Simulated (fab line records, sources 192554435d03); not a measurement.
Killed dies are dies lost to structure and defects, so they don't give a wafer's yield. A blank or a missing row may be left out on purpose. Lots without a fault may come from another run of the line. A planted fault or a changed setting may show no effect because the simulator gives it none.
Chamber matching | flow n5_finfet | N5_BEOL_M7_STRIP_67 on rie_diel-05: 4 sister chambers
The step strips in CF4. 18 wafers are shown with their chamber, then 9 later ones without.

WAFERS WITH THEIR CHAMBER
wafer  | chamber | drypump_motor_current_A (A) | showerhead_plenum_p_Torr (Torr) | oes_product_au (a.u.)
L075.1 | 2       | 6.0                         | 1.85                            | 0.72
L075.5 | 0       | 6.1                         | 1.79                            | 0.72
L075.6 | 3       | 5.6                         | 1.76                            | 0.91
L079.2 | 1       | 5.2                         | 1.76                            | 0.85
L079.3 | 0       | 6.2                         | 1.79                            | 0.72
L079.4 | 3       | 5.6                         | 1.76                            | 0.89
L081.1 | 3       | 5.6                         | 1.76                            | 0.89
L081.4 | 2       | 6.1                         | 1.84                            | 0.70
L081.6 | 0       | 6.1                         | 1.79                            | 0.71
L082.1 | 2       | 6.0                         | 1.84                            | 0.70
L082.4 | 3       | 5.6                         | 1.76                            | 0.89
L082.5 | 1       | 5.2                         | 1.76                            | 0.85
L086.1 | 0       | 6.2                         | 1.79                            | 0.70
L086.4 | 1       | 5.2                         | 1.75                            | 0.84
L086.5 | 2       | 6.0                         | 1.84                            | 0.69
L089.1 | 3       | 5.6                         | 1.75                            | 0.86
L089.2 | 2       | 6.0                         | 1.84                            | 0.70
L089.4 | 2       | 6.0                         | 1.84                            | 0.68

SIGNATURES (means of the wafers above)
reading                  | chamber 0 | chamber 1 | chamber 2 | chamber 3 | scatter within a chamber
drypump_motor_current_A  | 6.150     | 5.200     | 6.017     | 5.600     | 0.0362
showerhead_plenum_p_Torr | 1.7900    | 1.7567    | 1.8417    | 1.7580    | 0.00405
oes_product_au           | 0.7125    | 0.8467    | 0.6983    | 0.8880    | 0.0134
Rule: a wafer's distance from a chamber is the root of the sum, over the readings, of the square of ((its reading less the chamber's mean) divided by the reading's scatter). The wafer belongs to the nearest chamber; if the next one is less than 2 further off, it can't be placed. The scatter: the root of (the sum of the squares of (reading less its chamber's mean) over the shown wafers, divided by (wafers less chambers)).

WAFERS WITHOUT THEIR CHAMBER
wafer  | drypump_motor_current_A (A) | showerhead_plenum_p_Torr (Torr) | oes_product_au (a.u.)
L091.1 | 6.2                         | 1.79                            | 0.70
L091.4 | 5.5                         | 1.75                            | 0.86
L091.6 | 5.6                         | 1.75                            | 0.86
L094.1 | 6.2                         | 1.78                            | 0.70
L094.4 | 6.0                         | 1.84                            | 0.69
L094.6 | 5.5                         | 1.75                            | 0.85
L096.1 | 5.6                         | 1.75                            | 0.85
L096.2 | 6.1                         | 1.78                            | 0.69
L096.5 | 5.2                         | 1.75                            | 0.81

WHICH CHAMBER EACH WENT THROUGH
wafer  | from the rows above | in truth
L091.1 | 0                   | 0
L091.4 | 3                   | 3
L091.6 | 3                   | 3
L094.1 | 0                   | 0
L094.4 | 2                   | 2
L094.6 | 3                   | 3
L096.1 | 3                   | 3
L096.2 | 0                   | 0
L096.5 | 1                   | 1
Placed correctly: 9 of 9. Can't be placed from these rows: 0. Placed wrongly: 0.
